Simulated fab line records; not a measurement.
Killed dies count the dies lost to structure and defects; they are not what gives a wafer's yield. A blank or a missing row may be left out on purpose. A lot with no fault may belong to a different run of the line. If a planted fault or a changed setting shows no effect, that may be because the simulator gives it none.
fab line records	flow nand-harc
[record] lots = 12	wafers = 36	last-day = 33
route steps=1302 shown P_STI@109 P_GATE@139 END@1302
lots that met no fault: taken from a fault-free run of the same line
start-h: hours from the record's opening day to when the first of the lot's shown wafers began	wait-h: time in hours since the lot's previous step	" same as the row above	L1.1+2: a row that stands for several wafers	- value missing, or start not given	* or withheld: withheld	< > ~ a bound
route shown NAME@n: a module of which the file shows steps, and the number in the route of the first	usual: mean/standard deviation taken from wafers without a fault	same: alike in all rows	chamber/n: place in a boat	sites: the reading at each site	_std_site: standard deviation across them	_edge_site: the outer-site mean with the inner-site mean subtracted	radius-mm: for every site, how far away it sits from the centre of the wafer	mask NAME#n: copy n	behind: the last tool/chamber to shape the wafer	hold: why the lot went on hold/how many hours it stayed there/how the hold came to an end	device: the n, p or np transistor that did not switch	end of line: tests run on the same wafers once the route is complete	step lacking rows: just its recipe	killed: not the wafer's yield, but the dies lost to structure and defects at the first sort	map: the dies of a wafer, with x for killed, . for not killed, _ for no die there
set.NAME: the setting as run; set.NAME@STEP: as run at that earlier step	model.NAME: the simulator's own value behind a step, which no gauge read
steps of the route over a sample of lots; a table a step, a row a wafer
services: a tool's chamber out of use, with start hour (start-h, from the record's first day; less than 0 if before it), hours out, and reason
[[steps]]
[step NHARC_P_STI_INSPECT_25]
[usual] raw-defect-count = 214/82
lot.wafer	tool	chamber	start-h	wait-h	raw-defect-count
L810.2	defect-inspect-02	-	72.58	0.4	163
L810.5	"	-	"	"	147
L810.6	"	-	"	"	157
L811.1	defect-inspect-01	-	84.58	0.4	264
L811.4	"	-	"	"	223
L811.5	"	-	"	"	384
L813.1	defect-inspect-02	-	98.72	0.4	237
L813.3	"	-	"	"	157
L813.6	"	-	"	"	272
L812.1	defect-inspect-01	-	98.72	0.4	194
L812.3	"	-	"	"	225
L812.5	"	-	"	"	178
L816.3	defect-inspect-02	-	128.67	0.4	191
L816.4	"	-	"	"	175
L816.5	"	-	"	"	94
L817.2	defect-inspect-02	-	142.29	0.4	202
L817.3	"	-	"	"	174
L817.5	"	-	"	"	208
L820.4	defect-inspect-01	-	172.41	0.4	112
L820.5	"	-	"	"	102
L820.6	"	-	"	"	92
L821.2	defect-inspect-01	-	181.46	0.4	171
L821.3	"	-	"	"	139
L821.5	"	-	"	"	142
L823.1	defect-inspect-02	-	201.50	0.4	286
L823.2	"	-	"	"	196
L823.3	"	-	"	"	497
L830.2	defect-inspect-01	-	278.49	0.4	123
L830.4	"	-	"	"	97
L830.6	"	-	"	"	107
L831.3	defect-inspect-02	-	278.49	0.4	186
L831.4	"	-	"	"	163
L831.5	"	-	"	"	185
L833.1	defect-inspect-02	-	299.39	0.4	240
L833.2	"	-	"	"	264
L833.3	"	-	"	"	125
[step NHARC_P_GATE_PEB_24]
[recipe] peb-temp-c = 100	peb-time-s = 65
[usual] heater-power-total-W = 156.6/0.42	plate-temp-C = 99.99/0.14	resist-line-temp-C = 22.99/0.097
lot.wafer	tool	chamber	start-h	wait-h	heater-power-total-W	plate-temp-C	resist-line-temp-C
L810.2	litho-track-01	0	97.61	0.1	156.0	99.90	22.76
L810.5	"	0	"	"	157.1	99.83	22.81
L810.6	"	0	"	"	156.4	99.85	22.93
L811.1	litho-track-01	0	107.96	0.1	157.1	99.92	23.03
L811.4	"	0	"	"	156.0	99.85	23.02
L811.5	"	0	"	"	157.1	100.06	23.00
L812.1	litho-track-06	0	121.97	0.1	156.3	100.14	23.12
L812.3	"	0	"	"	156.3	100.03	23.05
L812.5	"	0	"	"	156.9	100.09	23.07
L813.1	litho-track-06	0	122.26	0.1	156.4	100.13	23.05
L813.3	"	0	"	"	156.0	100.24	23.11
L813.6	"	0	"	"	155.9	100.13	22.97
L816.3	litho-track-06	0	149.89	0.0	157.0	100.11	23.06
L816.4	"	0	"	"	156.1	100.11	23.02
L816.5	"	0	"	"	156.4	100.04	22.94
L817.2	litho-track-04	0	164.55	0.1	157.1	100.08	23.07
L817.3	"	0	"	"	156.2	100.05	23.09
L817.5	"	0	"	"	157.1	100.08	22.98
L820.4	litho-track-06	0	204.66	0.0	156.8	99.90	22.92
L820.5	"	0	"	"	157.0	100.20	22.94
L820.6	"	0	"	"	156.9	99.99	23.10
L821.2	litho-track-01	0	210.91	0.1	156.7	99.91	22.98
L821.3	"	0	"	"	157.0	100.04	23.12
L821.5	"	0	"	"	156.1	100.08	22.97
L823.1	litho-track-06	0	227.54	0.1	156.0	99.92	22.93
L823.2	"	0	"	"	156.1	99.81	22.96
L823.3	"	0	"	"	157.0	99.98	22.87
L830.2	litho-track-06	0	301.00	0.1	147.9	95.65	23.02
L830.4	"	0	"	"	147.0	95.73	23.07
L830.6	"	0	"	"	148.0	95.72	23.08
L831.3	litho-track-06	0	301.63	0.0	148.0	95.96	22.88
L831.4	"	0	"	"	147.5	95.82	22.98
L831.5	"	0	"	"	147.2	95.93	22.93
L833.1	litho-track-01	0	324.49	0.1	155.9	100.17	23.16
L833.2	"	0	"	"	156.6	100.06	23.10
L833.3	"	0	"	"	156.1	99.84	23.21
[step NHARC_P_GATE_CD_MEAS_26]
[recipe] target-cd-nm = 120	landing-energy-ev = 500
[usual] cd-nm = 120.1/0.56
[same] landing-energy-ev = 500
lot.wafer	tool	chamber	start-h	wait-h	cd-nm
L810.2	cd-sem-01	0	97.69	-	119.7
L810.5	"	0	"	"	120.0
L810.6	"	0	"	"	120.0
L811.1	cd-sem-03	0	108.04	-	120.4
L811.4	"	0	"	"	119.7
L811.5	"	0	"	"	120.4
L812.1	cd-sem-01	0	122.04	-	119.7
L812.3	"	0	"	"	120.9
L812.5	"	0	"	"	120.2
L813.1	cd-sem-02	0	122.34	-	119.5
L813.3	"	0	"	"	120.0
L813.6	"	0	"	"	119.5
L816.3	cd-sem-03	0	149.98	-	120.3
L816.4	"	0	"	"	119.1
L816.5	"	0	"	"	119.9
L817.2	cd-sem-02	0	164.63	-	119.4
L817.3	"	0	"	"	118.8
L817.5	"	0	"	"	119.9
L820.4	cd-sem-01	0	204.75	-	120.9
L820.5	"	0	"	"	119.9
L820.6	"	0	"	"	119.9
L821.2	cd-sem-03	0	210.99	-	120.5
L821.3	"	0	"	"	120.4
L821.5	"	0	"	"	120.3
L823.1	cd-sem-03	0	227.62	-	120.6
L823.2	"	0	"	"	119.3
L823.3	"	0	"	"	120.1
L830.2	cd-sem-01	0	301.08	-	136.4
L830.4	"	0	"	"	137.1
L830.6	"	0	"	"	136.3
L831.3	cd-sem-01	0	301.72	-	136.3
L831.4	"	0	"	"	137.3
L831.5	"	0	"	"	137.5
L833.1	cd-sem-03	0	324.57	-	121.0
L833.2	"	0	"	"	119.9
L833.3	"	0	"	"	118.8
[step NHARC_P_GATE_DESCUM_31]
[recipe] time-s = 3	o2-flow-sccm = 200	ar-flow-sccm = 0	bias-power-w = 0	chemistry = O2
[usual] drypump-motor-current-A = 5.7/0.54	oes-product-au = 0.997/0.009	rf-vpp-V = 58.0/0.94	showerhead-plenum-p-Torr = 1.94/0.085	throttle-valve-pct = 11.311/0.0084
lot.wafer	tool	chamber	start-h	wait-h	drypump-motor-current-A	oes-product-au	rf-hours-counter-h	rf-vpp-V	showerhead-plenum-p-Torr	throttle-valve-pct
L810.2	rie-diel-03	3	97.89	0.1	4.8	1.011	9	59.1	2.02	11.307
L810.6	"	1	"	"	6.3	0.979	-	56.9	1.91	11.324
L810.5	"	2	"	"	4.9	0.998	-	57.9	2.03	11.306
L811.1	rie-diel-06	0	108.23	0.1	5.3	0.996	9	59.5	1.88	11.302
L811.4	"	2	"	"	6.1	0.988	8	58.6	1.81	11.323
L811.5	"	0	"	"	5.3	0.993	-	57.3	1.88	11.318
L812.3	rie-diel-03	3	122.24	0.1	4.8	1.006	0	58.7	2.02	11.310
L812.1	"	1	"	"	6.4	0.979	0	58.5	1.91	11.313
L812.5	"	3	"	"	4.8	1.001	-	58.2	2.02	11.314
L813.3	rie-diel-06	3	122.55	0.1	5.9	1.014	9	56.5	1.85	11.309
L813.1	"	0	"	"	5.3	1.006	10	57.4	1.88	11.295
L813.6	"	1	"	"	6.3	1.007	-	58.6	1.98	11.315
L816.4	rie-diel-10	2	150.16	0.1	5.8	1.008	2	58.2	1.96	11.314
L816.3	"	0	"	"	6.4	0.985	2	56.6	1.99	11.307
L816.5	"	3	"	"	5.5	0.992	-	58.0	2.03	11.308
L817.3	rie-diel-10	2	164.83	0.1	5.7	1.010	3	57.1	1.96	11.306
L817.2	"	3	"	"	5.5	0.988	3	58.9	2.03	11.312
L817.5	"	0	"	"	6.4	0.991	-	59.9	1.99	11.296
L820.4	rie-diel-10	1	204.93	0.1	5.8	1.009	5	57.8	1.82	11.315
L820.6	"	0	"	"	6.4	1.001	-	58.4	1.99	11.311
L820.5	"	1	"	"	5.9	1.003	-	57.9	1.82	11.318
L821.2	rie-diel-06	2	211.18	0.1	6.1	1.006	5	59.3	1.80	11.303
L821.3	"	0	"	"	5.3	1.000	4	59.5	1.88	11.316
L821.5	"	2	"	"	6.1	1.001	-	56.3	1.80	11.314
L823.3	rie-diel-03	1	227.81	0.1	6.3	0.992	7	57.8	1.91	11.311
L823.2	"	2	"	"	4.8	0.986	7	57.6	2.03	11.306
L823.1	"	0	"	"	5.0	1.003	7	58.5	2.05	11.304
L830.2	rie-diel-10	1	301.27	0.1	5.8	1.003	3	59.3	1.82	11.309
L830.4	"	2	"	"	5.7	1.000	3	57.8	1.95	11.305
L830.6	"	1	"	"	5.8	1.004	-	57.1	1.82	11.324
L831.3	rie-diel-06	0	301.90	0.1	5.3	0.987	11	59.7	1.88	11.307
L831.4	"	2	"	"	6.1	1.000	11	57.0	1.80	11.299
L831.5	"	0	"	"	5.3	0.989	-	58.0	1.88	11.315
L833.2	rie-diel-06	1	324.76	0.1	6.3	0.995	1	59.9	1.97	11.311
L833.1	"	2	"	"	6.1	0.996	1	56.8	1.80	11.321
L833.3	"	0	"	"	5.3	0.998	1	57.8	1.88	11.322
[step NHARC_P_GATE_ALD_36]
[recipe] target-thk-a = 200	pulse-time-s = 60	ald-cycles = 223	temp-c = 400	material = SiNx
[usual] heater-power-w = 820/99	precursor-pulse-height-rel = 0.999/0.021
lot.wafer	tool	chamber	start-h	wait-h	heater-power-w	precursor-pulse-height-rel
L810.2	ald-sin-03	3	100.18	-	893	1.053
L810.5	"	2	103.35	-	871	0.955
L810.6	"	3	104.40	-	891	0.971
L811.1	ald-sin-02	0	111.59	-	806	1.011
L811.4	"	1	112.64	-	776	0.991
L811.5	"	2	113.70	-	708	0.995
L812.3	ald-sin-01	2	123.49	-	767	0.968
L812.1	"	3	124.55	-	890	0.955
L812.5	"	3	128.78	-	887	1.017
L813.1	ald-sin-03	1	125.23	-	918	1.004
L813.3	"	2	126.63	-	858	1.012
L813.6	"	2	130.83	-	866	0.970
L816.4	ald-sin-03	3	153.53	-	887	0.992
L816.3	"	0	154.57	-	767	0.998
L816.5	"	1	155.62	-	934	1.026
L817.3	ald-sin-02	0	168.23	-	787	1.001
L817.2	"	1	169.31	-	787	1.027
L817.5	"	2	170.38	-	702	0.987
L820.4	ald-sin-02	0	207.23	-	787	0.998
L820.5	"	3	210.41	-	654	0.961
L820.6	"	0	211.47	-	795	1.005
L821.2	ald-sin-01	3	213.48	-	853	1.007
L821.3	"	1	215.60	-	805	0.985
L821.5	"	2	216.66	-	748	0.990
L823.3	ald-sin-02	0	230.12	-	818	1.009
L823.2	"	1	231.19	-	793	0.981
L823.1	"	2	232.25	-	707	0.999
L830.4	ald-sin-01	2	303.59	-	756	0.992
L830.2	"	0	305.66	-	984	1.010
L830.6	"	1	306.70	-	771	0.986
L831.3	ald-sin-03	0	304.22	-	798	0.990
L831.4	"	2	306.35	-	873	0.990
L831.5	"	0	308.49	-	792	0.983
L833.2	ald-sin-01	2	326.02	-	771	0.976
L833.3	"	0	328.12	-	1005	0.992
L833.1	"	1	329.16	-	754	0.970
[step NHARC_END_SORT_01]
[recipe] temp-c = 25
[usual] killed-at-array = 57/18	killed-at-other = 0.9/1.3	killed-at-periphery = 3.5/2.2	killed-dies = 62/18	killed-open = 3.0/1.7	killed-short = 2.3/1.5
[same] gross-dies = 677
lot.wafer	tool	chamber	start-h	wait-h	killed-at-array	killed-at-other	killed-at-periphery	killed-dies	killed-open	killed-short
L831.3	prober-01	0	763.38	3.1	75	1	79	155	2	5
L831.4	prober-01	0	764.17	3.3	66	1	73	140	4	2
L831.5	prober-01	0	764.95	3.6	53	1	96	150	3	3
L830.2	prober-02	0	765.72	2.7	46	0	24	70	1	3
L830.4	prober-02	0	767.32	3.4	41	0	78	119	1	3
L830.6	prober-02	0	768.92	4.0	46	0	65	111	2	1
// killed by level:class
L831.3 P_GATE:area-peb=76 A_CHANNEL_HOLE_D2:chamber-film-flake=29 A_CHANNEL_HOLE_D1:chamber-film-flake=13 A_STAIRCASE:chamber-film-flake=8 A_CONTACT:chamber-film-flake=6 A_SLIT:chamber-film-flake=5 A_M1:chamber-film-flake=3 A_CHANNEL_FILL_D1:chamber-film-flake=2
L831.4 P_GATE:area-peb=70 A_CHANNEL_HOLE_D2:chamber-film-flake=21 A_CHANNEL_HOLE_D1:chamber-film-flake=10 A_SLIT:chamber-film-flake=10 A_STAIRCASE:chamber-film-flake=9 A_CONTACT:chamber-film-flake=7 A_CHANNEL_FILL_D1:chamber-film-flake=2 P_M0:geometric-particle:open=1
L831.5 P_GATE:area-peb=94 A_CHANNEL_HOLE_D2:chamber-film-flake=23 A_CHANNEL_HOLE_D1:chamber-film-flake=8 A_STAIRCASE:chamber-film-flake=7 A_SLIT:chamber-film-flake=7 A_CONTACT:chamber-film-flake=3 P_M1:geometric-particle:open=1 A_ONON_D2:geometric-particle:short=1
L830.2 A_CHANNEL_HOLE_D1:chamber-film-flake=18 P_GATE:area-peb=18 A_CONTACT:chamber-film-flake=12 A_STAIRCASE:chamber-film-flake=5 P_M1:chamber-film-flake=3 A_SLIT:chamber-film-flake=3 A_CHANNEL_FILL_D1:chamber-film-flake=2 A_SGD_CUT:chamber-film-flake=2
L830.4 P_GATE:area-peb=76 A_CONTACT:chamber-film-flake=15 A_CHANNEL_HOLE_D1:chamber-film-flake=9 A_SLIT:chamber-film-flake=6 A_STAIRCASE:chamber-film-flake=3 P_M1:chamber-film-flake=2 A_CHANNEL_FILL_D1:chamber-film-flake=2 A_ONON_D1:geometric-particle:open=1
L830.6 P_GATE:area-peb=60 A_SLIT:chamber-film-flake=14 A_CHANNEL_HOLE_D1:chamber-film-flake=13 A_CONTACT:chamber-film-flake=7 A_BONDPAD:chamber-film-flake=2 P_GATE:chamber-film-flake=2 P_M1:chamber-film-flake=2 A_STAIRCASE:chamber-film-flake=2
[[services]]
tool	chamber	start-h	hours	kind
rie-diel-03	-	104.30	9.0	pm
ald-sin-03	0	107.37	20.1	repair
ald-sin-01	2	114.47	2.5	repair
ald-sin-02	-	120.28	10.0	pm
rie-diel-06	-	130.30	9.0	pm
rie-diel-06	3	150.47	8.0	repair
litho-track-01	-	155.00	7.0	pm
rie-diel-03	0	155.35	6.5	repair
ald-sin-02	3	158.23	4.3	repair
rie-diel-10	3	165.15	3.4	repair
rie-diel-10	2	168.18	3.9	repair
ald-sin-03	-	170.00	10.0	pm
litho-track-06	-	179.00	7.0	pm
ald-sin-02	1	188.93	2.3	repair
ald-sin-01	-	189.12	0.7	repair
ald-sin-03	-	214.03	1.3	repair
rie-diel-06	2	239.09	4.6	repair
rie-diel-10	-	242.59	9.0	pm
rie-diel-06	0	261.23	5.7	repair
ald-sin-03	2	271.89	4.7	repair
ald-sin-01	0	293.48	3.1	repair
ald-sin-02	-	298.28	10.0	pm
rie-diel-06	3	305.65	15.0	repair
rie-diel-06	-	307.30	9.0	pm
[[key]]
[first-sign] step = NHARC_P_GATE_PEB_24	reading = plate-temp-C	direction = down	sigmas = 30	usual = *	struck = *
[effect] step = NHARC_P_GATE_PEB_24	reading = heater-power-total-W	direction = down	sigmas = 21	usual = *	struck = *
[effect] step = NHARC_P_GATE_CD_MEAS_26	reading = cd-nm	direction = up	sigmas = 30	usual = 120.1	struck = 136.8
[effect] step = NHARC_END_SORT_01	reading = killed-at-periphery	direction = up	sigmas = 30	usual = 3.5	struck = 69.2
[more-kills-born-at] NHARC_P_GATE_PEB_24@litho-track-06 = 394
met-at NHARC_P_GATE_PEB_24
struck-lots L830,L831
tester-left-out L830,L831
not-acting-at NHARC_P_STI_INSPECT_25,NHARC_P_GATE_DESCUM_31,NHARC_P_GATE_ALD_36
onset-between 227.54 301.00
[fault] kind = process-parameter-drift	tool = litho-track-06	chamber = -	onset-h = 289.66	steps = NHARC_P_GATE_PEB_24	channel = peb-temp-c	offset = *	shape = step	end-h = 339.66	acts-in = *	stated = *
// tester-left-out: of these lots the tester's yield and bins aren't shown, on N5 and GAA mostly nor the transistor test; their killed dies are dies lost to structure and defects alone, not to doping, threshold or leakage, so they don't give the yield
